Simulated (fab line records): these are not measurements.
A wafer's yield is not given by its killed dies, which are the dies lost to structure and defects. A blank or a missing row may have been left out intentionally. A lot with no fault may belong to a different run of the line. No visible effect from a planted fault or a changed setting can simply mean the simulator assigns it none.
The same fault as seen by 3 desks    flow n5_finfet    only its own numbers are on each desk; what lay behind them is given at the end

## AT THE TOOL OWNER'S DESK: litho_track-05
The tool's own readings at N5_SDB_COAT_03 (time 60 s, resist thk 100 nm): means of the sampled wafers that have a number, for each lot that ran on this tool. The brackets show how far a lot's mean lies from the usual mean; more than 4 standard deviations puts the lot out of limits, marked OUT.
Columns: A = chill_plate_temp_C at N5_SDB_COAT_03, usual 23.00 C; B = heater_power_total_W at N5_SDB_COAT_03, usual 500.3 W; C = plate_temp_C at N5_SDB_COAT_03, usual 250.01 C
lot   first seen here  A      B                C
L623  day 3 18:32      22.87  501.7            250.12
L626  day 4 11:56      22.98  500.3            249.98
L632  day 6 00:47      23.09  500.1            250.09
L633  day 6 10:22      23.03  499.5            250.15
L643  day 8 17:36      22.91  523.5 (+13) OUT  259.91 (+58) OUT
L644  day 9 04:08      22.77  526.3 (+14) OUT  259.81 (+58) OUT
This desk finds L643, L644 out of limits, L643 being first, at day 8 17:36 (heater_power_total_W at N5_SDB_COAT_03). Within limits: L623, L626, L632, L633.

## AT THE METROLOGY DESK
Means of the sampled wafers that have a number, per lot and without regard to the tool the lot ran on: this is what the gauges read. The brackets show how far a lot's mean lies from the usual mean; more than 4 standard deviations puts the lot out of limits, marked OUT.
Columns: A = thk_nm at N5_ILD0_THK_MEAS_13, usual 17.9 nm
lot   first seen here  A
L623  day 3 18:23      19.4
L626  day 4 11:47      18.8
L628  day 4 23:13      17.6
L631  day 5 21:33      16.7
L632  day 6 00:38      17.6
L633  day 6 10:14      16.6
L634  day 6 10:49      17.6
L636  day 7 00:31      17.5
L637  day 7 04:34      18.9
L638  day 7 10:58      18.0
L643  day 8 17:28      18.8
L644  day 9 03:59      17.5
L646  day 9 15:46      18.4
Result from this desk: across the 13 lots, nothing is out of limits.

## THE DEFECT DESK
For each lot, the counts of the inspections along the route, averaged over the sampled wafers that have a number. The brackets show how far a lot's mean lies from the usual mean; more than 4 standard deviations puts the lot out of limits, marked OUT.
Columns: A = raw_defect_count at N5_SDB_INSPECT_13, usual 69
lot   first seen here  A
L623  day 3 18:50      44
L626  day 4 12:21      43
L628  day 4 23:46      90
L631  day 5 21:59      57
L632  day 6 01:13      80
L633  day 6 10:41      58
L634  day 6 11:15      64
L636  day 7 00:57      97
L637  day 7 05:01      47
L638  day 7 11:25      45
L643  day 8 17:54      51
L644  day 9 04:34      107
L646  day 9 16:13      37
Result from this desk: across the 13 lots, nothing is out of limits.

## TAKEN TOGETHER
On L643, L644, at day 8 17:36, an alarm was possible from the tool owner's desk.
From the metrology desk's view, nothing was out of limits.
The defect desk saw nothing out of limits.
The metrology desk holds a record of L643, L644, inside its limits.
The defect desk has L643, L644 on record, within its limits.
All the named lots went through N5_SDB_COAT_03 on litho_track-05.

## WHAT THE SIMULATOR PUT IN
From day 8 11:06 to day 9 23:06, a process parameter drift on litho_track-05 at N5_SDB_COAT_03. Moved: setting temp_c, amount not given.
Struck lots among those shown: L643, L644.
Hours from the fault's start to each desk's first reading out of limits: the tool owner's desk, 6.
